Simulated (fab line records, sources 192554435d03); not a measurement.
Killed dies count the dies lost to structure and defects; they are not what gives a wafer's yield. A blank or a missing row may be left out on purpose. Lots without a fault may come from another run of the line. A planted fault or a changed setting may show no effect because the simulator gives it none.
Chamber matching | flow n5-finfet | N5_BEOL_M0_SAQP_PECVD_03 on pecvd-02 has 3 sister chambers
The step deposits SiCN from 3MS/NH3, target thk 12 nm, time 21.1 s. 14 wafers are shown with their chamber, then 7 later ones without.

## WAFERS, EACH WITH ITS CHAMBER
wafer  | chamber | throttle-valve-pct (%) | showerhead-plenum-p-Torr (Torr)
L075.1 | 1       | 10.0                   | 3.652
L075.3 | 1       | 10.1                   | 3.659
L075.6 | 0       | 9.4                    | 3.682
L076.3 | 1       | 9.8                    | 3.664
L076.4 | 2       | 8.5                    | 3.668
L076.6 | 1       | 9.8                    | 3.662
L077.1 | 0       | 9.3                    | 3.693
L077.2 | 2       | 8.7                    | 3.660
L077.6 | 0       | 9.6                    | 3.678
L088.2 | 0       | 9.5                    | 3.678
L088.3 | 0       | 9.4                    | 3.683
L088.4 | 1       | 9.7                    | 3.656
L091.3 | 0       | 9.5                    | 3.682
L091.4 | 2       | 8.5                    | 3.658

SIGNATURES (means of the wafers above)
reading                  | chamber 0 | chamber 1 | chamber 2 | scatter within a chamber
throttle-valve-pct       | 9.450     | 9.880     | 8.567     | 0.131
showerhead-plenum-p-Torr | 3.68267   | 3.65860   | 3.66200   | 0.00521
Rule: distance of a wafer from a chamber = root of the sum over the readings of ((wafer's reading minus chamber's mean) / reading's scatter) squared. If the next closest chamber is less than 2 further off than the closest, the wafer can't be placed; otherwise it belongs to the closest. The scatter is the square root of a quotient: the sum, over the shown wafers, of each reading's squared deviation from its chamber's mean, divided by wafers minus chambers.

## WAFERS WITHOUT THEIR CHAMBER
wafer  | throttle-valve-pct (%) | showerhead-plenum-p-Torr (Torr)
L091.5 | 9.7                    | 3.676
L094.1 | 9.7                    | 3.669
L094.2 | 9.6                    | 3.679
L094.4 | 9.9                    | 3.657
L096.3 | 9.8                    | 3.661
L096.4 | 10.0                   | 3.662
L096.5 | 9.4                    | 3.683

## WHICH CHAMBER EACH WENT THROUGH
wafer  | from the rows above     | in truth
L091.5 | can't be placed: 0 or 1 | 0
L094.1 | can't be placed: 1 or 0 | 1
L094.2 | 0                       | 0
L094.4 | 1                       | 1
L096.3 | 1                       | 1
L096.4 | 1                       | 1
L096.5 | 0                       | 0
5 of 7 placed correctly. These rows do not allow placing 2 (true chamber among the candidates in 2). Number placed wrongly: 0.
